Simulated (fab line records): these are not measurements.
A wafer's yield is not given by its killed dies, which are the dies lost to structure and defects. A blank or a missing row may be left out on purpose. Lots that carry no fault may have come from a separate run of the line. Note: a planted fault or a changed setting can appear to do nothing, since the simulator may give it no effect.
Tool commonality check -- flow nand-harc -- 2 lots and 6 wafers in the sample

WHY IT WAS OPENED
On 2 of the 2 lots, a flag is raised at NHARC_END_SORT_01 on the reading killed-at-periphery. Fault-free wafers read 3.8, with a standard deviation of 2.4.
Rule: flag the lot when none of its wafers has a number, or when each of its wafers that has one lies beyond 4 standard deviations from that mean. All remaining lots are regarded as sound.

lot,measured,on,"killed-at-periphery, wafer by wafer",flag
L996,day 29 20:18,prober-02,621 612 624,FLAGGED
L997,day 30 16:21,prober-01,637 644 635,FLAGGED
Averaged over the flagged lots the numbers come to 628.8, +625.0 from the usual (+99 or more standard deviations).

WHICH TOOL EACH LOT WENT THROUGH
The record holds 3 process steps before the reading, out of a route of 1302 steps. Every cell lists first the tool, next ch and the chambers used by the sampled wafers, and last the start.
lot,flag,NHARC_P_ZERO_WELL_IMPLANT_55,NHARC_P_STI_ETCH_42,NHARC_P_GATE_DEP_103
L996,FLAGGED,"implanter-01, day 7 02:02",no row,no row
L997,FLAGGED,"implanter-01, day 7 12:14",no row,no row
What is done by these steps:
- NHARC_P_ZERO_WELL_IMPLANT_55
- NHARC_P_STI_ETCH_42: etches the open film in N2/H2, target depth 80 nm, overetch 24 nm, time 61 s.
- NHARC_P_GATE_DEP_103: deposits SiON, target thk 30 nm.
- NHARC_END_SORT_01

FLAGGED AGAINST TOTAL, ONE TOOL AT A TIME (gauges that did the reading follow at the end)
step,tool,lots run,flagged,share of the flagged lots,sound lots run after its first flagged lot
NHARC_P_ZERO_WELL_IMPLANT_55,implanter-01,2,2,all,0
NHARC_END_SORT_01,prober-01,1,1,some,0
NHARC_END_SORT_01,prober-02,1,1,some,0

WHAT IS ALLOWED BY THE TABLE
All flagged lots share 1 row of the table, namely implanter-01 at NHARC_P_ZERO_WELL_IMPLANT_55.
- implanter-01 at NHARC_P_ZERO_WELL_IMPLANT_55 ran 2 lots, 2 of them flagged. No sound lot ran on it before its first flagged lot in this sample; the start therefore can't be narrowed down.
implanter-01 at NHARC_P_ZERO_WELL_IMPLANT_55 is the single tool remaining.

WHAT WAS PUT IN BY THE SIMULATOR
Beginning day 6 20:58, the whole step at NHARC_P_ZERO_WELL_IMPLANT_55 was skipped on implanter-01. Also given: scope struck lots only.
Struck lots among those shown: L996, L997. The rule given above showed the same thing.
